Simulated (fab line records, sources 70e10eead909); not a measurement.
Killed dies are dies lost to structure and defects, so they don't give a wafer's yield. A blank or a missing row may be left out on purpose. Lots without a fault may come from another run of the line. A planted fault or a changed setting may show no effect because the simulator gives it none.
Tool commonality check | flow nand_harc | 12 lots, 42 wafers sampled

WHY IT WAS OPENED
At NHARC_A_CHANNEL_HOLE_D1_INSPECT_12 the reading raw_defect_count is flagged on 2 of 12 lots. Wafers without a fault read 5.5, standard deviation 2.8.
Rule: a lot is flagged when every wafer of it that has a number lies more than 4 standard deviations from that mean, or none has a number. The other lots count as sound.

lot  | measured     | on                | raw_defect_count, wafer by wafer | flag
L414 | day 8 23:17  | defect_inspect-02 | 10 7 8                           |
L416 | day 9 22:36  | defect_inspect-02 | 2 4 8                            |
L417 | day 10 06:19 | defect_inspect-01 | 6 4 3                            |
L423 | day 13 02:59 | defect_inspect-02 | 307 326 302 304 324 307          | FLAGGED
L427 | day 14 08:16 | defect_inspect-01 | 5 4 1                            |
L426 | day 14 09:43 | defect_inspect-01 | 346 300 328 334 306 326          | FLAGGED
L428 | day 14 10:00 | defect_inspect-02 | 8 9 4                            |
L430 | day 15 10:11 | defect_inspect-02 | 2 3 2                            |
L433 | day 17 01:19 | defect_inspect-02 | 4 3 1                            |
L434 | day 17 04:11 | defect_inspect-01 | 5 7 9                            |
L435 | day 17 20:15 | defect_inspect-01 | 8 5 3                            |
L436 | day 18 04:10 | defect_inspect-01 | 3 2 6                            |
The numbers of the flagged lots are 317.5 on average: +312.0 against the usual, or +99 or more standard deviations.

WHICH TOOL RAN EACH LOT
The record holds 1 process step before the reading, out of a route of 1302 steps. In each cell: the tool, then ch and the chambers that the sampled wafers went through, then the start.
lot  | flag    | NHARC_A_CHANNEL_HOLE_D1_DEP_00
L414 |         | acl_dep-03 ch 0, day 8 20:29
L416 |         | acl_dep-01 ch 0, day 9 19:47
L417 |         | acl_dep-01 ch 0, day 10 04:19
L423 | FLAGGED | acl_dep-03 ch 0, day 13 00:30
L427 |         | acl_dep-01 ch 0, day 14 05:49
L426 | FLAGGED | acl_dep-03 ch 0, day 14 07:01
L428 |         | acl_dep-02 ch 0, day 14 07:31
L430 |         | acl_dep-02 ch 0, day 15 07:25
L433 |         | acl_dep-02 ch 0, day 16 19:01
L434 |         | acl_dep-01 ch 0, day 17 01:25
L435 |         | acl_dep-02 ch 0, day 17 17:48
L436 |         | acl_dep-03 ch 0, day 18 01:31
What these steps do:
- NHARC_A_CHANNEL_HOLE_D1_DEP_00: deposits aC, target thk 3100 nm.
- NHARC_A_CHANNEL_HOLE_D1_INSPECT_12

FLAGGED OVER TOTAL, TOOL BY TOOL (the gauges that took the reading come last)
step                               | tool              | lots run | flagged | share of the flagged lots | sound lots run after its first flagged lot
NHARC_A_CHANNEL_HOLE_D1_DEP_00     | acl_dep-01        | 4        | 0       | none                      | -
NHARC_A_CHANNEL_HOLE_D1_DEP_00     | acl_dep-02        | 4        | 0       | none                      | -
NHARC_A_CHANNEL_HOLE_D1_DEP_00     | acl_dep-03        | 4        | 2       | all                       | 1 (L436)
NHARC_A_CHANNEL_HOLE_D1_INSPECT_12 | defect_inspect-01 | 6        | 1       | some                      | 3 (L434,L435,L436)
NHARC_A_CHANNEL_HOLE_D1_INSPECT_12 | defect_inspect-02 | 6        | 1       | some                      | 3 (L428,L430,L433)

WHAT THE TABLE ALLOWS
1 row of the table ran every flagged lot: acl_dep-03 at NHARC_A_CHANNEL_HOLE_D1_DEP_00.
- acl_dep-03 at NHARC_A_CHANNEL_HOLE_D1_DEP_00: 2 of its 4 lots flagged. Sound lots ran on it after the first flagged one (L436), which a lasting fault on the whole tool wouldn't allow.
No row of the table ran every flagged lot and no sound lot after the first.

WHAT THE SIMULATOR HAD PUT IN
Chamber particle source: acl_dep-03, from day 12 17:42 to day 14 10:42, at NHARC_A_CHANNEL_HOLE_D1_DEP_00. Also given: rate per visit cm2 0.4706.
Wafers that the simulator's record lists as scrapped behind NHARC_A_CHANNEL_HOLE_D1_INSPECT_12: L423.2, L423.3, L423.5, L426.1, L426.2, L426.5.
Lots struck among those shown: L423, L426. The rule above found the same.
